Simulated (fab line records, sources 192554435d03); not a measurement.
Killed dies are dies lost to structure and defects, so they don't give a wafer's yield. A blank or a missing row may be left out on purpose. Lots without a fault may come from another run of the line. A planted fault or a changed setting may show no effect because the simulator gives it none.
Chamber matching | flow n5_finfet | N5_HKMG_FIN_HK_ALD_01 on ald_hk-03: 4 sister chambers
The step deposits HfO2, target thk 1.6 nm, pulse time 3 s, purge time 3 s. 8 wafers are shown with their chamber, then 12 later ones without.

WAFERS WITH THEIR CHAMBER
wafer  | chamber | precursor_pulse_height_rel
L085.5 | 3       | 1.014
L087.3 | 2       | 0.984
L088.5 | 2       | 1.015
L089.1 | 0       | 1.006
L089.6 | 1       | 1.008
L090.2 | 3       | 1.013
L090.3 | 1       | 1.008
L090.6 | 0       | 1.037

WAFERS WITHOUT THEIR CHAMBER
wafer  | precursor_pulse_height_rel
L093.1 | 1.035
L093.5 | 1.000
L093.6 | 1.022
L094.1 | 1.019
L094.3 | 0.981
L094.4 | 0.993
L095.2 | 1.007
L095.4 | 0.935
L095.5 | 0.982
L096.1 | 1.025
L096.3 | 1.005
L096.6 | 1.006

WHICH CHAMBER EACH WENT THROUGH
wafer  | from the rows above               | in truth
L093.1 | can't be placed: 0 or 3 or 1 or 2 | 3
L093.5 | can't be placed: 2 or 1 or 3 or 0 | 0
L093.6 | can't be placed: 0 or 3 or 1 or 2 | 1
L094.1 | can't be placed: 0 or 3 or 1 or 2 | 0
L094.3 | can't be placed: 2 or 1 or 3 or 0 | 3
L094.4 | can't be placed: 2 or 1 or 3 or 0 | 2
L095.2 | can't be placed: 1 or 3 or 2 or 0 | 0
L095.4 | can't be placed: 2 or 1 or 3 or 0 | 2
L095.5 | can't be placed: 2 or 1 or 3 or 0 | 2
L096.1 | can't be placed: 0 or 3 or 1 or 2 | 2
L096.3 | can't be placed: 1 or 2 or 3 or 0 | 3
L096.6 | can't be placed: 1 or 2 or 3 or 0 | 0
Placed correctly: 0 of 12. Can't be placed from these rows: 12 (the true chamber is among the candidates in 12). Placed wrongly: 0.
How it was worked out, from the rows above alone: a wafer's distance from a chamber is the root of the sum, over the readings, of the square of ((its reading less the chamber's mean) divided by the reading's scatter). The wafer belongs to the nearest chamber; if the next one is less than 2 further off, it can't be placed. A chamber's mean is the mean of its shown wafers. The scatter: the root of (the sum of the squares of (reading less its chamber's mean) over the shown wafers, divided by (wafers less chambers)).
